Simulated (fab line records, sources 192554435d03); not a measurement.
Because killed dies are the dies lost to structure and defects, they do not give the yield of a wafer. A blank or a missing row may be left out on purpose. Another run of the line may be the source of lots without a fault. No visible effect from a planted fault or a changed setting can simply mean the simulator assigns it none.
Matching of chambers | flow n5Finfet | N5_BEOL_M0_SAQP_ALD_48 on aldSin-01: 4 sister chambers
The step deposits SiO2, target thk 20 nm, pulse time 1 s, co reactant pulse time 1 s. 4 wafers are shown with their chamber, then 7 later ones without.

## WAFERS PAIRED WITH THEIR CHAMBERS
wafer  | chamber | heaterPowerW (W)
L082.1 | 1       | 83
L084.2 | 3       | 77
L085.1 | 0       | 67
L085.3 | 2       | 85

## WAFERS WITH NO CHAMBER GIVEN
wafer  | heaterPowerW (W)
L085.4 | 76
L086.2 | 66
L086.4 | 83
L086.6 | 83
L093.1 | 67
L093.3 | 79
L093.4 | 83

## EACH ONE'S CHAMBER
wafer  | from the rows above | in truth
L085.4 | 3                   | 3
L086.2 | 0                   | 0
L086.4 | 1                   | 1
L086.6 | 1                   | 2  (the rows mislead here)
L093.1 | 0                   | 0
L093.3 | 3                   | 3
L093.4 | 1                   | 1
Correct placement for 6 of the 7. Left unplaced by these rows: 0. Number placed wrongly: 1.
How it was worked out, from the rows above alone: a wafer's distance from a chamber is the root of the sum, over the readings, of the square of ((its reading less the chamber's mean) divided by the reading's scatter). If the next closest chamber is less than 2 further off than the closest, the wafer can't be placed; otherwise it belongs to the closest. Each chamber's mean is taken over the wafers shown for it. The scatter: root of mean squared gap, hidden wafer to nearest shown wafer, with one shown wafer a chamber.
